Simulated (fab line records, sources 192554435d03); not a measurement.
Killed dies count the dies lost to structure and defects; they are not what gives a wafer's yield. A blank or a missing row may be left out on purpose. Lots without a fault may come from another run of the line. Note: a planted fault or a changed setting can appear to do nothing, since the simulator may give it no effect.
Chamber matching | flow n5-finfet | rie-diel-06 running N5_MOL_CONTACT_COAG_ETCH_106: 4 sister chambers
The step etches SOC in N2/H2, target depth 80 nm, overetch 16 nm, time 120 s. 16 wafers are shown with their chamber, then 8 later ones without.

== WAFERS, EACH WITH ITS CHAMBER ==
wafer  | chamber | showerhead-plenum-p-Torr (Torr) | throttle-valve-pct (%) | oes-product-au (a.u.)
L080.2 | 3       | 2.65                            | 17.65                  | 0.72
L080.3 | 2       | 2.42                            | 17.86                  | 0.64
L080.4 | 1       | 2.53                            | 18.30                  | 0.65
L083.3 | 2       | 2.42                            | 17.89                  | 0.64
L083.4 | 0       | 2.66                            | 17.86                  | 0.70
L083.5 | 2       | 2.42                            | 17.89                  | 0.63
L084.1 | 1       | 2.52                            | 18.28                  | 0.64
L084.2 | 0       | 2.65                            | 17.88                  | 0.70
L084.5 | 3       | 2.64                            | 17.66                  | 0.72
L088.1 | 2       | 2.41                            | 17.91                  | 0.63
L088.5 | 0       | 2.65                            | 17.89                  | 0.69
L088.6 | 1       | 2.52                            | 18.30                  | 0.64
L091.4 | 2       | 2.41                            | 17.92                  | 0.62
L091.5 | 0       | 2.65                            | 17.90                  | 0.69
L091.6 | 3       | 2.64                            | 17.68                  | 0.70
L093.1 | 3       | 2.63                            | 17.69                  | 0.70

SIGNATURES, as means of the wafers listed above
reading                  | chamber 0 | chamber 1 | chamber 2 | chamber 3 | scatter within a chamber
showerhead-plenum-p-Torr | 2.6525    | 2.5233    | 2.4160    | 2.6400    | 0.0062
throttle-valve-pct       | 17.8825   | 18.2933   | 17.8940   | 17.6700   | 0.0188
oes-product-au           | 0.6950    | 0.6433    | 0.6320    | 0.7100    | 0.0084
Rule: for a wafer and a chamber, the distance is found by dividing, reading by reading, the gap between the wafer's reading and the chamber's mean by the reading's scatter, squaring, summing and taking the root. If the next closest chamber is less than 2 further off than the closest, the wafer can't be placed; otherwise it belongs to the closest. How the scatter is found: for the shown wafers, subtract from each reading the mean of its chamber, square and add these, divide the total by (wafers less chambers), then take the root.

== WAFERS WITHOUT THEIR CHAMBER ==
wafer  | showerhead-plenum-p-Torr (Torr) | throttle-valve-pct (%) | oes-product-au (a.u.)
L093.3 | 2.64                            | 17.89                  | 0.68
L093.4 | 2.41                            | 17.93                  | 0.62
L095.2 | 2.63                            | 17.68                  | 0.70
L095.4 | 2.63                            | 17.68                  | 0.70
L095.5 | 2.41                            | 17.92                  | 0.62
L097.1 | 2.64                            | 17.93                  | 0.68
L097.4 | 2.64                            | 17.93                  | 0.68
L097.6 | 2.40                            | 17.94                  | 0.62

== WHICH CHAMBER EACH WENT THROUGH ==
wafer  | from the rows above | in truth
L093.3 | 0                   | 0
L093.4 | 2                   | 2
L095.2 | 3                   | 3
L095.4 | 3                   | 3
L095.5 | 2                   | 2
L097.1 | 0                   | 0
L097.4 | 0                   | 0
L097.6 | 2                   | 2
8 of 8 placed correctly. From these rows, 0 cannot be placed. 0 placed wrongly.
